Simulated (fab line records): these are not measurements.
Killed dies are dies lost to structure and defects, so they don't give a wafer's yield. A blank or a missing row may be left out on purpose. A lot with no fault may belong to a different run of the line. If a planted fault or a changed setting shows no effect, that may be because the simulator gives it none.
Struck lot and sound lot, side by side -- flow nand harc -- 13 out of 1302 route steps
Sound: the wafers L219.2, L219.3, L219.4. Struck: wafers L228.3, L228.5. (L228.4 of the same lot was not struck and is left out.) The cause comes at the end.
Each step with rows lists, per side, the tool, then ch with its chambers, then its first start. Under that, the readings that differ: sound wafers -- struck wafers -- difference of the means -- sigmas: that difference in standard deviations of wafers without a fault.
alike: same words and numbers on both sides, and readings whose means sit less than 2 such deviations apart. not compared: any withheld reading, any reading some wafer has no value for, any bound like >300 that may hide the same value, and any number with overlapping values for which the record gives no deviation.
Wherever a step has rows on one side only, a row that says differs or no value, or a row with sigmas, the two part there. Non-overlapping numbers with no deviation appear without sigmas and do not part them. A reading missing from all wafers of one side parts the sides only when that side holds two or more wafers.

first, 1 step without rows for these wafers: NHARC_A_WL_FILL_RTA_01 (time 5 s).
NHARC_A_WL_FILL_ALD_02: deposits TiN, target thk 2 nm, pulse time 3 s, ald cycles 100.
  sound on ald metal-03 ch 1,2,3, day 21 14:25; struck on ald metal-03 ch 0, day 25 06:19
  alike: heater power w, precursor pulse height rel
  not compared: ald cycles
NHARC_A_WL_FILL_CVD_03: deposits W, target thk 40 nm, time 279 s.
  sound on cvd w-01 ch 0,1, day 21 14:50; struck on cvd w-01 ch 0, day 25 06:52
  alike: heater power w, throttle valve pct
NHARC_A_WL_FILL_ETCHBACK_04: etches the open film in NF3, target depth 60 nm, time 120 s.
  sound on rie metal-02 ch 0,1, day 21 15:11; struck on rie metal-02 ch 0,1, day 25 07:12
  alike: drypump motor current A, oes product au
  not compared: rf hours counter h
NHARC_A_WL_FILL_ETCHBACK_05: etches the open film in Cl2/BCl3, target depth 22 nm, time 60 s.
  sound on rie metal-02 ch 0,1, day 21 15:26; struck on rie metal-02 ch 0,1, day 25 07:24
  alike: drypump motor current A, oes product au
  not compared: rf hours counter h
NHARC_A_WL_FILL_STRIP_27: strips in N2/H2, time 20 s.
  sound on plasma asher-01 ch 0,1, day 21 15:59; struck on plasma asher-02 ch 1, day 25 07:34
reading,sound,struck,difference,sigmas
heater power w (W),363 332 358,321 321,-30,-3
  alike: drypump motor current A
  not compared: rf hours counter h
then, 4 steps without rows for these wafers: NHARC_A_WL_FILL_STRIP_28 (strips in post etch residue remover, time 1200 s); NHARC_A_WL_FILL_PRECLEAN_06 (cleans in DIW, time 300 s); NHARC_A_WL_FILL_SRD_07; NHARC_A_WL_FILL_ANNEAL_08 (time 1800 s).
NHARC_A_WL_FILL_ALD_10: deposits SiO2, target thk 50 nm, pulse time 10 s, ald cycles 500.
  sound on ald hk-02 ch 0,2,3, day 21 22:20; struck on ald hk-04 ch 1,3, day 25 13:26
reading,sound,struck,difference,sigmas
ald cycles,500 500 500,463 463,-37,
  alike: heater power w, precursor pulse height rel
then, 2 steps without rows for these wafers: NHARC_A_WL_FILL_ETCHBACK_16 (etches the open film in C4F8/O2/Ar, target depth 120 nm, time 24 s); NHARC_END_SORT_01.

WHERE THEY PART
At NHARC_A_WL_FILL_STRIP_27 and nowhere else, as far as this record goes. Later steps at which nothing parts them and some readings are alike: NHARC_A_WL_FILL_ALD_10.

WHY: whatever the simulator had introduced
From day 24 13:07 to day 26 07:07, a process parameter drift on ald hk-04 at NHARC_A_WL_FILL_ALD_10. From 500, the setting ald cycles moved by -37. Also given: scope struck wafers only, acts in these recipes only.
